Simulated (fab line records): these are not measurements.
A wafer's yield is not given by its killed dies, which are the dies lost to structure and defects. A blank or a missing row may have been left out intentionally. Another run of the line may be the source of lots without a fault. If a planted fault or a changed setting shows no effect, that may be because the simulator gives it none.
Struck lot and sound lot, side by side ; flow n5-finfet ; 15 out of 1938 route steps
Sound: the wafers L315.2, L315.5, L315.6. Struck: wafers L320.1, L320.2, L320.4. The cause is given at the end.
For every step that has rows: the tool of each side, followed by ch and its chambers, followed by its first start. Under that, the readings that differ: sound wafers ; struck wafers ; difference of the means ; sigmas: that difference in standard deviations of wafers without a fault.
alike: same words and numbers on both sides, and readings whose means sit less than 2 such deviations apart. not compared: any withheld reading, any reading some wafer has no value for, any bound like >300 that may hide the same value, and any number with overlapping values for which the record gives no deviation.
The two part at a step that has a row with sigmas, a row that says differs or no value, or rows on one side only. Non-overlapping numbers with no deviation appear without sigmas and do not part them. A reading that every wafer of one side lacks parts them only if that side has two wafers or more.

N5_BEOL_M8_CURE_75: cures SiCOH lowk, time 120 s.
  sound on uv-cure-03 ch 0, day 12 08:02; struck on uv-cure-02 ch 1, day 14 00:31
reading;sound;struck;difference;sigmas
wafer_temp_C_max;370.8 370.7 370.8;371.8 372.4 372.6;+1.5;+2
  alike: lamp-power-pct
then, 2 steps without rows for these wafers: N5_BEOL_M8_DEGAS_44 (time 60 s); N5_BEOL_M8_PRE_CLEAN_45 (time 30 s).
N5_BEOL_M8_ALD_77: deposits TaN, target thk 2 nm, pulse time 2 s, purge time 3 s.
  sound on ald-metal-02 ch 0,1, day 12 08:39; struck on ald-metal-04 ch 0,1,2, day 14 00:57
  alike: heater-power-w
N5_BEOL_M8_SURFACE_TREAT_79:
  struck on pvd-sputter-02, day 14 01:20; sound on pvd-sputter-03, day 12 08:59
  not compared: throttle-valve-pct
then, 3 steps without rows for these wafers: N5_BEOL_M8_CVD_78 (deposits Co from CCTBA/H2, target thk 2 nm, time 142.3 s); N5_BEOL_M8_SPUTTER_48 (material Cu, target thk 10 nm, time 1.667 s); N5_BEOL_M8_ECD_50 (material Cu, target thk 300 nm).
N5_BEOL_M8_ANNEAL_51: time 90 s.
  sound on rtp-anneal-01 ch 0, day 12 09:49; struck on rtp-anneal-01 ch 0, day 14 02:26
  alike: wafer_temp_C_max
N5_BEOL_M8_CMP_52: polishes, stops on SiCOH lowk, t overpolish 6.9 s, target thk 80 nm.
  sound on cmp-03 ch 0,2,3, day 12 10:10; struck on cmp-03 ch 0,1,3, day 14 02:44
  alike: barrier-field-endpoint-s, head-pressure-psi, motor-current-A, overpolish-run-s, time-to-endpoint-s
N5_BEOL_M8_THK_MEAS_53: measures by xrf.
  struck on film-metro-02, day 14 03:02; sound on film-metro-02, day 12 10:23
  alike: M8_THK
then, 1 step without rows for these wafers: N5_BEOL_M8_PRE_CLEAN_55 (time 15 s).
N5_BEOL_M8_DEP_56: deposits SiCN from 3MS/NH3, target thk 10 nm, time 17.5 s.
  sound on pecvd-03 ch 0,2, day 12 10:26; struck on pecvd-03 ch 0,1, day 14 03:18
  alike: showerhead-plenum-p-Torr, throttle-valve-pct
N5_BEOL_M8_RS_MEAS_57: a four-point-probe measurement.
  struck on film-metro-02, day 14 03:22; sound on film-metro-01, day 12 10:31
  alike: M8_RS
-- record jumps: 3 days separate the struck wafers' starts on either side; left off in module BEOL_M8, taken up again in module PASSIVATION, whose first shown step is the route's number 1936 --
N5_PASSIVATION_PROBE_49:
  struck on prober-01, day 16 17:55; sound on prober-01, day 15 02:11
reading;sound;struck;difference;sigmas
killed-at-other;9 2 17;1 1 2;-8;-2
  alike: defect-limited-yield, killed_at_M0_to_M3, killed_at_M4_up, killed-at-contacts, killed-at-front-end, killed-dies, killed-open, killed-short, sort_bin_5_function, sort_bin_6_memory, sort-n-pass, sort-yield-pct

WHERE THEY PART
At N5_BEOL_M8_CURE_75 first; at N5_PASSIVATION_PROBE_49 last (within this record only).

WHY: the cause the simulator had injected
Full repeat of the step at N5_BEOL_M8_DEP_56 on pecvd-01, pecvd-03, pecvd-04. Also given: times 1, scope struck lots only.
